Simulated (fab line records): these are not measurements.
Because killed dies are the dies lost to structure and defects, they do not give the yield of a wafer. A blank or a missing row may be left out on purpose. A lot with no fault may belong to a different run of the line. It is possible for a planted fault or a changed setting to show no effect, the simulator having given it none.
Which of the tools did it? ; flow nandHarc ; Sampling: 6 lots, 18 wafers, 3 of 1302 route steps

== WHAT THE GAUGES READ, wafer by wafer ==
NHARC_A_ONON_D1_THK_MEAS_27: measures by ellipsometry.
lot;measured;on;thkNm (nm)
L627;day 8 20:49;filmMetro-01;994 995 996
L629;day 9 12:44;filmMetro-02;1004 1004 1002
L631;day 10 05:04;filmMetro-01;986 988 987
L635;day 12 03:07;filmMetro-01;1013 1015 1013
L642;day 15 00:19;filmMetro-01;1546 1545 1545 1546 1544 1545
L647;day 16 22:04;filmMetro-01;1007 1004 1004

== WHAT TOOL EACH LOT RAN ON (gives the tool, then ch and the chambers of the sampled wafers, and finally the start) ==
lot;NHARC_A_ZERO_WELL_DESCUM_12;NHARC_A_ONON_D1_DEP_25
L627;rieDiel-05 ch 0,2, day 7 09:05;pecvdOnon-04 ch 0, day 8 20:19
L629;rieDiel-05 ch 0,2,3, day 8 01:16;pecvdOnon-04 ch 0, day 9 12:23
L631;rieDiel-11 ch 1,2, day 8 20:58;pecvdOnon-02 ch 0, day 10 04:36
L635;rieDiel-11 ch 1,3, day 10 18:45;pecvdOnon-02 ch 0, day 12 02:40
L642;rieDiel-11 ch 1,2, day 13 13:17;pecvdOnon-02 ch 0, day 14 23:55
L647;rieDiel-03 ch 0,2, day 15 09:39;pecvdOnon-03 ch 0, day 16 21:40
- NHARC_A_ZERO_WELL_DESCUM_12: chemistry O2, time 3 s.
- NHARC_A_ONON_D1_DEP_25: target thk 1000 nm.

== THE ANSWER, worked out from the rows above alone ==
Rule: the usual values come from the lots themselves. The widest of any qualifying gaps counts: lots, ordered by their means at a reading, are off when they make up no more than a third of the lots, leave a main group of 4 or more, and stand apart from it by 3 or more times the standard deviation of that group's means. If all means in a main group match to the digits the tables above print for the reading, that group is not used. A lot without any number at a reading at which 4 lots or more have one is off too. The other lots that the step has rows for count as sound.
Off at NHARC_A_ONON_D1_THK_MEAS_27 (thkNm): L642. For the main group the mean is 1001 nm and the standard deviation 9.1.
If a tool, at a process step before that reading, ran all the lots that are off and no sound lot after the first of them, it fits. Gauges at NHARC_A_ONON_D1_THK_MEAS_27: tried the same way as those tools. 2 tools fit, rieDiel-11 at NHARC_A_ZERO_WELL_DESCUM_12 and pecvdOnon-02 at NHARC_A_ONON_D1_DEP_25, so this cannot tell which one it is.

== WHAT THE SIMULATOR PUT IN ==
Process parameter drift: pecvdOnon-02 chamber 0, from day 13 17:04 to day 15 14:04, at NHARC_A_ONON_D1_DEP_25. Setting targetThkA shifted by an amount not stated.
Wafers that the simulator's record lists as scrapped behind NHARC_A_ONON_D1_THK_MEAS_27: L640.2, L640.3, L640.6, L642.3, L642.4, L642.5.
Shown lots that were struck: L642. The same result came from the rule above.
